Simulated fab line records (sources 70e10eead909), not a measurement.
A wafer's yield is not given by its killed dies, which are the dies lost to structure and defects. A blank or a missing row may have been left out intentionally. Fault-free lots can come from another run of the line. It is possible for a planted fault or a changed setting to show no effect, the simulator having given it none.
Matching of chambers :: flow nand harc :: NHARC_A_STAIRCASE_DESCUM_270 on rie diel-03 has 4 sister chambers
The step chemistry O2, time 3 s. 4 wafers are shown with their chamber, then 11 later ones without.

EACH WAFER AND ITS CHAMBER
wafer: L083.4
chamber: 3
showerhead plenum p Torr (Torr): 2.06

wafer: L084.1
chamber: 2
showerhead plenum p Torr (Torr): 1.87

wafer: L084.4
chamber: 0
showerhead plenum p Torr (Torr): 1.85

wafer: L086.1
chamber: 1
showerhead plenum p Torr (Torr): 1.88

WAFERS WITH NO CHAMBER GIVEN
wafer: L086.2
showerhead plenum p Torr (Torr): 1.86

wafer: L086.6
showerhead plenum p Torr (Torr): 1.88

wafer: L089.3
showerhead plenum p Torr (Torr): 2.05

wafer: L089.4
showerhead plenum p Torr (Torr): 2.05

wafer: L089.5
showerhead plenum p Torr (Torr): 1.87

wafer: L091.2
showerhead plenum p Torr (Torr): 1.87

wafer: L091.4
showerhead plenum p Torr (Torr): 1.86

wafer: L091.6
showerhead plenum p Torr (Torr): 1.86

wafer: L094.2
showerhead plenum p Torr (Torr): 1.85

wafer: L094.5
showerhead plenum p Torr (Torr): 1.85

wafer: L094.6
showerhead plenum p Torr (Torr): 2.05

THE CHAMBER EACH PASSED THROUGH
wafer: L086.2
from the rows above: can't be placed: 0 or 2 or 1
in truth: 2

wafer: L086.6
from the rows above: can't be placed: 1 or 2
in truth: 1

wafer: L089.3
from the rows above: 3
in truth: 3

wafer: L089.4
from the rows above: 3
in truth: 3

wafer: L089.5
from the rows above: can't be placed: 2 or 1
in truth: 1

wafer: L091.2
from the rows above: can't be placed: 2 or 1
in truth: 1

wafer: L091.4
from the rows above: can't be placed: 0 or 2 or 1
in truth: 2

wafer: L091.6
from the rows above: can't be placed: 0 or 2 or 1
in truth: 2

wafer: L094.2
from the rows above: 0
in truth: 0

wafer: L094.5
from the rows above: 0
in truth: 0

wafer: L094.6
from the rows above: 3
in truth: 3
5 of 11 placed correctly. Can't be placed from these rows: 6 (the true chamber is among the candidates in 6). Number placed wrongly: 0.
How it was worked out, from the rows above alone: a wafer's distance from a chamber is the root of the sum, over the readings, of the square of ((its reading less the chamber's mean) divided by the reading's scatter). The wafer belongs to the nearest chamber; if the next one is less than 2 further off, it can't be placed. A chamber's mean is the mean of its shown wafers. The scatter: root of mean squared gap, hidden wafer to nearest shown wafer, with one shown wafer a chamber.
